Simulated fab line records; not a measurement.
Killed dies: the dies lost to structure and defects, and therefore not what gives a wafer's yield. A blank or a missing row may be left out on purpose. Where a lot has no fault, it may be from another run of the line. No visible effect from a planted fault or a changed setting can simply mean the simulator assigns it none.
fab line records ; flow nand_harc
record lots=11; wafers=33; last_day=33
route steps=1302 shown A_ONON_D2@557 A_CHANNEL_HOLE_D2@580 END@1302
lots with no fault: from the same line, run without faults
start_h: start of the lot's first displayed wafer, in hours after the record's first day ; wait_h: time in hours since the lot's previous step ; " the same as in the row above ; L1.1+2: a row that stands for several wafers ; - no value, or no start was given ; * or withheld: withheld ; < > ~ a bound
route shown NAME@n: names a module that has steps shown in the file, with the first one's number in the route ; usual: average and standard deviation across the fault-free wafers ; same: alike in all rows ; chamber/n: place in a boat ; sites: readings site by site ; _std_site: standard deviation across them ; _edge_site: inner sites' mean taken away from outer sites' mean ; radius_mm: for every site, how far away it sits from the centre of the wafer ; mask NAME#n: copy n ; behind: the tool/chamber that last shaped the wafer ; hold: what put the lot on hold/how long, in hours/how the hold closed ; device: the n, p or np transistor that did not switch ; end of line: tests run on the same wafers once the route is complete ; step lacking rows: just its recipe ; killed: at the first sort, the dies lost to defects and structure; wafer yield is something else ; map: dies across one wafer; x = killed, . = not, _ = none there
set.NAME: setting as actually run; set.NAME@STEP: the setting as run at that earlier step ; model.NAME: the simulator's own value behind a step, which no gauge read
one table for each step of the route and one row for each wafer, over a sample of lots
services: when a tool's chamber went out of use (start_h, in hours from the record's first day, below 0 if earlier), for how many hours, and the reason
## steps
# step NHARC_A_ONON_D2_THK_MEAS_18
# recipe thk_meas_gauge=ellipsometry
# usual thk_nm=999/8.4
lot.wafer;tool;chamber;start_h;wait_h;thk_nm
L196.3;film_metro-02;-;283.85;-;1016
L196.5;film_metro-02;-;283.85;-;1015
L196.6;film_metro-02;-;283.85;-;1017
L197.1;film_metro-02;-;312.67;-;1008
L197.2;film_metro-02;-;312.67;-;1009
L197.5;film_metro-02;-;312.67;-;1008
L199.3;film_metro-02;-;317.81;-;1000
L199.5;film_metro-02;-;317.81;-;1000
L199.6;film_metro-02;-;317.81;-;999
L201.2;film_metro-01;-;338.12;-;1008
L201.3;film_metro-01;-;338.12;-;1010
L201.4;film_metro-01;-;338.12;-;1010
L200.1;film_metro-02;-;338.12;-;995
L200.4;film_metro-02;-;338.12;-;994
L200.6;film_metro-02;-;338.12;-;995
L202.1;film_metro-01;-;352.48;-;996
L202.2;film_metro-01;-;352.48;-;997
L202.6;film_metro-01;-;352.48;-;996
L207.3;film_metro-01;-;401.93;-;999
L207.4;film_metro-01;-;401.93;-;997
L207.5;film_metro-01;-;401.93;-;997
L209.1;film_metro-02;-;422.53;-;992
L209.2;film_metro-02;-;422.53;-;991
L209.5;film_metro-02;-;422.53;-;992
L212.2;film_metro-02;-;444.88;-;994
L212.5;film_metro-02;-;444.88;-;992
L212.6;film_metro-02;-;444.88;-;993
L215.1;film_metro-02;-;478.76;-;1007
L215.3;film_metro-02;-;478.76;-;1006
L215.4;film_metro-02;-;478.76;-;1004
L216.1;film_metro-01;-;486.42;-;1013
L216.3;film_metro-01;-;486.42;-;1012
L216.6;film_metro-01;-;486.42;-;1012
# step NHARC_A_ONON_D2_THK_MEAS_24
# recipe thk_meas_gauge=ellipsometry
# usual thk_nm=1004/8.2
lot.wafer;tool;chamber;start_h;wait_h;thk_nm
L196.3;film_metro-02;-;284.98;-;996
L196.5;film_metro-02;-;284.98;-;995
L196.6;film_metro-02;-;284.98;-;996
L197.1;film_metro-01;-;313.80;-;999
L197.2;film_metro-01;-;313.80;-;1002
L197.5;film_metro-01;-;313.80;-;1001
L199.3;film_metro-02;-;318.94;-;1007
L199.5;film_metro-02;-;318.94;-;1008
L199.6;film_metro-02;-;318.94;-;1007
L200.1;film_metro-01;-;339.26;-;1003
L200.4;film_metro-01;-;339.26;-;1004
L200.6;film_metro-01;-;339.26;-;1006
L201.2;film_metro-02;-;339.27;-;1003
L201.3;film_metro-02;-;339.27;-;1002
L201.4;film_metro-02;-;339.27;-;1005
L202.1;film_metro-01;-;353.61;-;992
L202.2;film_metro-01;-;353.61;-;991
L202.6;film_metro-01;-;353.61;-;991
L207.3;film_metro-01;-;403.06;-;998
L207.4;film_metro-01;-;403.06;-;1000
L207.5;film_metro-01;-;403.06;-;998
L209.1;film_metro-01;-;423.66;-;1008
L209.2;film_metro-01;-;423.66;-;1008
L209.5;film_metro-01;-;423.66;-;1007
L212.2;film_metro-02;-;446.01;-;1013
L212.5;film_metro-02;-;446.01;-;1014
L212.6;film_metro-02;-;446.01;-;1014
L215.1;film_metro-01;-;479.89;-;1010
L215.3;film_metro-01;-;479.89;-;1009
L215.4;film_metro-01;-;479.89;-;1011
L216.1;film_metro-02;-;487.56;-;998
L216.3;film_metro-02;-;487.56;-;1001
L216.6;film_metro-02;-;487.56;-;1002
# step NHARC_A_CHANNEL_HOLE_D2_PEB_08
# recipe peb_temp_c=100; peb_time_s=65
lot.wafer;tool;chamber;start_h;wait_h
L196.3+5+6;litho_track-06;0;290.84;0.0
L197.1+2+5;litho_track-04;0;321.59;0.1
L199.3+5+6;litho_track-04;0;323.46;0.0
L200.1+4+6;litho_track-01;0;346.65;0.1
L201.2+3+4;litho_track-06;0;346.81;0.1
L202.1+2+6;litho_track-01;0;363.36;0.1
L207.3+4+5;litho_track-04;0;409.88;0.0
L209.1+2+5;litho_track-04;0;429.26;0.1
L212.2+5+6;litho_track-06;0;450.57;0.1
L215.1+3+4;litho_track-06;0;489.85;0.1
L216.1+3+6;litho_track-01;0;491.87;0.1
# step NHARC_A_CHANNEL_HOLE_D2_CD_MEAS_10
# recipe target_cd_nm=100; landing_energy_ev=500
# usual cd_nm=100.0/0.41
# same landing_energy_ev=500
lot.wafer;tool;chamber;start_h;wait_h;cd_nm
L196.3;cd_sem-01;0;290.92;-;100.1
L196.5;cd_sem-01;0;290.92;-;100.8
L196.6;cd_sem-01;0;290.92;-;99.5
L197.1;cd_sem-01;0;321.67;-;100.4
L197.2;cd_sem-01;0;321.67;-;99.6
L197.5;cd_sem-01;0;321.67;-;100.1
L199.3;cd_sem-01;0;323.54;-;100.2
L199.5;cd_sem-01;0;323.54;-;99.9
L199.6;cd_sem-01;0;323.54;-;99.7
L200.1;cd_sem-01;0;346.73;-;100.6
L200.4;cd_sem-01;0;346.73;-;100.7
L200.6;cd_sem-01;0;346.73;-;101.4
L201.2;cd_sem-03;0;346.89;-;99.2
L201.3;cd_sem-03;0;346.89;-;99.9
L201.4;cd_sem-03;0;346.89;-;99.1
L202.1;cd_sem-02;0;363.44;-;99.9
L202.2;cd_sem-02;0;363.44;-;100.1
L202.6;cd_sem-02;0;363.44;-;100.1
L207.3;cd_sem-03;0;409.97;-;105.5
L207.4;cd_sem-03;0;409.97;-;105.8
L207.5;cd_sem-03;0;409.97;-;105.4
L209.1;cd_sem-02;0;429.34;-;103.5
L209.2;cd_sem-02;0;429.34;-;104.0
L209.5;cd_sem-02;0;429.34;-;104.0
L212.2;cd_sem-01;0;450.66;-;100.3
L212.5;cd_sem-01;0;450.66;-;99.9
L212.6;cd_sem-01;0;450.66;-;99.8
L215.1;cd_sem-02;0;489.93;-;100.6
L215.3;cd_sem-02;0;489.93;-;100.4
L215.4;cd_sem-02;0;489.93;-;100.2
L216.1;cd_sem-02;0;491.95;-;99.9
L216.3;cd_sem-02;0;491.95;-;99.3
L216.6;cd_sem-02;0;491.95;-;100.1
# step NHARC_A_CHANNEL_HOLE_D2_ETCH_38
# recipe target_depth_a=390; over_etch_frac=0.3; time_s=65; ion_energy_ev=80; cf4_flow_sccm=150; ar_flow_sccm=0; rf_w=300; bias_w=100; chemistry=CF4
# usual drypump_motor_current_A=5.9/0.43; oes_product_au=1.003/0.0069; rf_vpp_V=151.6/1; showerhead_plenum_p_Torr=1.79/0.058; throttle_valve_pct=13.285/0.0088
lot.wafer;tool;chamber;start_h;wait_h;drypump_motor_current_A;oes_product_au;rf_hours_counter_h;rf_vpp_V;showerhead_plenum_p_Torr;throttle_valve_pct
L196.3;rie_diel-11;0;291.21;0.1;5.7;1.001;2.5;152.1;1.81;13.296
L196.5;rie_diel-11;1;291.21;0.1;6.0;1.003;-;151.6;1.76;13.289
L196.6;rie_diel-11;2;291.21;0.1;5.8;0.998;-;151.0;1.81;13.288
L197.2;rie_diel-10;1;321.95;0.1;5.0;0.991;4.8;151.4;1.76;13.284
L197.1;rie_diel-10;2;321.95;0.1;6.1;1.003;5.8;151.0;1.70;13.290
L197.5;rie_diel-10;1;321.95;0.1;5.0;0.993;-;150.7;1.76;13.288
L199.3;rie_diel-11;2;323.82;0.1;5.8;0.996;4.4;153.7;1.81;13.286
L199.5;rie_diel-11;3;323.82;0.1;5.3;1.009;-;152.3;1.89;13.279
L199.6;rie_diel-11;0;323.82;0.1;5.7;1.020;-;153.6;1.80;13.293
L200.1;rie_diel-11;0;347.00;0.1;5.7;0.998;6.1;152.4;1.80;13.276
L200.4;rie_diel-11;3;347.00;0.1;5.3;1.008;5.6;152.7;1.89;13.279
L200.6;rie_diel-11;1;347.00;0.1;6.0;1.000;-;152.8;1.76;13.295
L201.3;rie_diel-10;0;347.16;0.1;6.2;1.011;7.5;151.8;1.85;13.281
L201.2;rie_diel-10;1;347.16;0.1;5.0;1.003;6.9;150.9;1.76;13.272
L201.4;rie_diel-10;2;347.16;0.1;6.1;1.010;7.9;150.2;1.70;13.290
L202.2;rie_diel-11;1;363.71;0.1;6.0;0.999;7.1;151.7;1.76;13.295
L202.1;rie_diel-11;3;363.71;0.1;5.3;0.999;6.6;152.2;1.89;13.292
L202.6;rie_diel-11;2;363.71;0.1;5.8;0.990;-;151.7;1.81;13.282
L207.3;rie_diel-12;3;410.23;0.1;6.3;1.011;9.4;151.3;1.78;13.282
L207.4;rie_diel-12;2;410.23;0.1;5.8;0.999;8.9;152.5;1.81;13.284
L207.5;rie_diel-12;0;410.23;0.1;6.6;1.007;-;150.9;1.73;13.275
L209.1;rie_diel-11;0;429.61;0.1;5.7;1.012;0.5;151.0;1.80;13.285
L209.2;rie_diel-11;3;429.61;0.1;5.3;1.015;0.5;152.4;1.89;13.261
L209.5;rie_diel-11;1;429.61;0.1;6.0;1.000;-;151.6;1.76;13.274
L212.2;rie_diel-12;3;450.94;0.1;6.4;1.013;1.3;152.3;1.78;13.272
L212.6;rie_diel-12;0;450.94;0.1;6.7;1.004;-;151.0;1.73;13.284
L212.5;rie_diel-12;1;450.94;0.1;5.6;1.010;-;150.9;1.72;13.290
L215.3;rie_diel-12;3;490.20;0.1;6.3;1.006;3.2;151.8;1.78;13.283
L215.1;rie_diel-12;0;490.20;0.1;6.7;1.015;3.6;149.7;1.73;13.279
L215.4;rie_diel-12;2;490.20;0.1;5.8;1.007;3.8;151.8;1.81;13.287
L216.1;rie_diel-10;2;492.22;0.1;6.1;0.995;4.7;150.5;1.69;13.281
L216.3;rie_diel-10;0;492.22;0.1;6.2;0.999;4.3;152.4;1.85;13.267
L216.6;rie_diel-10;3;492.22;0.1;5.7;1.009;-;151.6;1.89;13.285
# step NHARC_A_CHANNEL_HOLE_D2_CD_MEAS_31
# usual cd_nm=89.7/0.9
lot.wafer;tool;chamber;start_h;wait_h;cd_nm
L196.3;cd_sem-02;-;297.83;-;89.4
L196.5;cd_sem-02;-;297.83;-;89.8
L196.6;cd_sem-02;-;297.83;-;88.4
L197.1;cd_sem-02;-;328.55;-;89.5
L197.2;cd_sem-02;-;328.55;-;89.5
L197.5;cd_sem-02;-;328.55;-;89.6
L199.3;cd_sem-01;-;332.72;-;91.2
L199.5;cd_sem-01;-;332.72;-;90.5
L199.6;cd_sem-01;-;332.72;-;90.2
L200.1;cd_sem-02;-;353.63;-;91.4
L200.4;cd_sem-02;-;353.63;-;89.8
L200.6;cd_sem-02;-;353.63;-;92.1
L201.2;cd_sem-01;-;355.50;-;88.2
L201.3;cd_sem-01;-;355.50;-;87.6
L201.4;cd_sem-01;-;355.50;-;88.9
L202.1;cd_sem-03;-;373.46;-;88.7
L202.2;cd_sem-03;-;373.46;-;90.7
L202.6;cd_sem-03;-;373.46;-;90.4
L207.3;cd_sem-03;-;419.17;-;94.9
L207.4;cd_sem-03;-;419.17;-;94.9
L207.5;cd_sem-03;-;419.17;-;95.3
L209.1;cd_sem-01;-;436.24;-;94.2
L209.2;cd_sem-01;-;436.24;-;93.6
L209.5;cd_sem-01;-;436.24;-;94.4
L212.2;cd_sem-03;-;458.70;-;89.2
L212.5;cd_sem-03;-;458.70;-;89.1
L212.6;cd_sem-03;-;458.70;-;90.5
L215.1;cd_sem-02;-;496.98;-;88.4
L215.3;cd_sem-02;-;496.98;-;89.1
L215.4;cd_sem-02;-;496.98;-;89.0
L216.1;cd_sem-03;-;498.98;-;89.7
L216.3;cd_sem-03;-;498.98;-;89.6
L216.6;cd_sem-03;-;498.98;-;88.9
# step NHARC_A_CHANNEL_HOLE_D2_XSEM_32
# recipe landing_energy_ev=35000
# usual bot_cd_nm=74.3/1.1; bow_nm=8.62/0.3; tilt_deg=0.07/0.038
# same landing_energy_ev=35000
lot.wafer;tool;chamber;start_h;wait_h;bot_cd_nm;bow_nm;tilt_deg
L196.3;xsem-02;0;297.94;0.1;74.2;8.56;0.05
L196.5;xsem-02;0;297.94;0.1;75.1;8.72;0.05
L196.6;xsem-02;0;297.94;0.1;74.0;8.71;0.05
L197.1;xsem-01;0;328.64;0.1;74.1;8.48;0.06
L197.2;xsem-01;0;328.64;0.1;74.2;8.49;0.06
L197.5;xsem-01;0;328.64;0.1;74.8;8.46;0.06
L199.3;xsem-01;0;332.81;0.1;76.0;8.73;0.02
L199.5;xsem-01;0;332.81;0.1;75.6;8.75;0.03
L199.6;xsem-01;0;332.81;0.1;75.7;8.71;0.03
L200.1;xsem-02;0;353.72;0.1;75.7;9.16;0.12
L200.4;xsem-02;0;353.72;0.1;73.9;9.23;0.12
L200.6;xsem-02;0;353.72;0.1;76.3;9.21;0.11
L201.2;xsem-02;0;355.60;0.1;72.4;9.12;0.06
L201.3;xsem-02;0;355.60;0.1;71.6;9.04;0.06
L201.4;xsem-02;0;355.60;0.1;73.3;9.11;0.07
L202.1;xsem-02;0;373.55;0.1;72.0;8.37;0.07
L202.2;xsem-02;0;373.55;0.1;73.7;8.39;0.07
L202.6;xsem-02;0;373.55;0.1;73.0;8.39;0.07
L207.3;xsem-01;0;419.26;0.1;79.5;8.71;0.09
L207.4;xsem-01;0;419.26;0.1;79.2;8.69;0.09
L207.5;xsem-01;0;419.26;0.1;80.6;8.68;0.09
L209.1;xsem-01;0;436.33;0.1;79.0;8.83;0.03
L209.2;xsem-01;0;436.33;0.1;78.5;8.86;0.03
L209.5;xsem-01;0;436.33;0.1;79.4;8.84;0.03
L212.2;xsem-02;0;458.79;0.1;74.3;8.21;0.02
L212.5;xsem-02;0;458.79;0.1;73.2;8.23;0.02
L212.6;xsem-02;0;458.79;0.1;75.2;8.17;0.01
L215.1;xsem-02;0;497.07;0.1;73.0;8.24;0.07
L215.3;xsem-02;0;497.07;0.1;73.7;8.15;0.07
L215.4;xsem-02;0;497.07;0.1;73.9;8.20;0.07
L216.1;xsem-01;0;499.07;0.1;74.4;8.52;0.11
L216.3;xsem-01;0;499.07;0.1;74.2;8.56;0.11
L216.6;xsem-01;0;499.07;0.1;74.3;8.57;0.12
# step NHARC_END_SORT_01
# recipe temp_c=25
# usual killed_at_array=47/14; killed_at_other=0.5/0.72; killed_at_periphery=4/3.1; killed_dies=52/15; killed_open=3.2/1.9; killed_short=2.4/1.7
# same gross_dies=677
lot.wafer;tool;chamber;start_h;wait_h;killed_at_array;killed_at_other;killed_at_periphery;killed_dies;killed_open;killed_short
L212.2;prober-01;0;782.81;2.8;61;2;10;73;1;1
L212.5;prober-01;0;785.24;3.7;49;2;5;56;3;3
L212.6;prober-01;0;786.04;4.0;33;1;6;40;1;1
# killed by level:class
L212.2 A_SLIT:chamber_film_flake=25 A_CHANNEL_HOLE_D2:chamber_film_flake=16 A_CHANNEL_HOLE_D1:chamber_film_flake=9 P_M2:chamber_film_flake=8 A_CONTACT:chamber_film_flake=5 A_DECK1_JOINT:chamber_film_flake=2 A_CHANNEL_FILL_D2:geometric_particle:open=1 A_M0:geometric_particle:short=1
L212.5 A_SLIT:chamber_film_flake=17 A_CHANNEL_HOLE_D2:chamber_film_flake=15 A_CHANNEL_HOLE_D1:chamber_film_flake=6 A_CONTACT:chamber_film_flake=3 A_STAIRCASE:chamber_film_flake=3 P_M2:chamber_film_flake=2 HYBRID_BOND:chamber_film_flake=2 P_STI:geometric_particle:open=1
L212.6 A_SLIT:chamber_film_flake=12 A_CHANNEL_HOLE_D2:chamber_film_flake=6 A_CHANNEL_HOLE_D1:chamber_film_flake=5 A_CONTACT:chamber_film_flake=4 P_M2:chamber_film_flake=3 P_GATE:chamber_film_flake=2 A_DECK1_JOINT:chamber_film_flake=2 A_STAIRCASE:chamber_film_flake=2
## services
tool;chamber;start_h;hours;kind
rie_diel-12;0;274.54;6.6;repair
rie_diel-11;0;289.50;-;clean
rie_diel-11;1;289.50;-;clean
rie_diel-11;2;289.50;-;clean
rie_diel-11;3;289.50;-;clean
litho_track-01;-;306.00;7.0;pm
rie_diel-10;3;307.66;5.8;repair
rie_diel-11;0;314.07;-;clean
rie_diel-11;1;314.07;-;clean
litho_track-06;-;330.00;7.0;pm
xsem-01;-;350.00;14.0;pm
litho_track-04;-;354.00;7.0;pm
rie_diel-11;-;358.20;1.2;repair
rie_diel-12;0;370.86;6.4;repair
rie_diel-11;1;393.85;5.9;repair
rie_diel-10;-;395.81;9.0;pm
rie_diel-11;-;408.50;9.0;pm
rie_diel-10;1;414.03;4.6;repair
rie_diel-12;-;421.40;9.0;pm
rie_diel-10;0;421.79;16.5;repair
rie_diel-12;-;478.98;0.1;repair
rie_diel-12;3;479.97;5.8;repair
litho_track-01;-;481.00;7.0;pm
rie_diel-11;1;494.12;7.3;repair
## key
first_sign step=NHARC_A_CHANNEL_HOLE_D2_CD_MEAS_10; reading=cd_nm; direction=up; sigmas=11; usual=100.0; struck=104.7; through=control_loop
effect step=NHARC_A_CHANNEL_HOLE_D2_CD_MEAS_31; reading=cd_nm; direction=up; sigmas=5.4; usual=89.7; struck=94.5; through=control_loop
effect step=NHARC_A_CHANNEL_HOLE_D2_XSEM_32; reading=bot_cd_nm; direction=up; sigmas=4.8; usual=74.3; struck=79.3; through=control_loop
met_at NHARC_A_CHANNEL_HOLE_D2_PEB_08
struck_lots L207,L209
tester_left_out L207,L209
loop_trim step=NHARC_A_CHANNEL_HOLE_D2_EXPOSE_07; setting=dose; lots=L209
not_acting_at NHARC_A_ONON_D2_THK_MEAS_18,NHARC_A_ONON_D2_THK_MEAS_24,NHARC_A_CHANNEL_HOLE_D2_ETCH_38
onset_between 323.46 409.88
fault kind=process_parameter_drift; tool=litho_track-04; chamber=-; onset_h=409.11; steps=NHARC_A_CHANNEL_HOLE_D2_PEB_08; channel=peb_time_s; offset=*; shape=step; end_h=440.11; acts_in=*; stated=*
# tester_left_out: of these lots the tester's yield and bins aren't shown, on N5 and GAA mostly nor the transistor test; their killed dies are dies lost to structure and defects alone, not to doping, threshold or leakage, so they don't give the yield
# loop_trim: a control loop set the setting to another value than it would have without faults
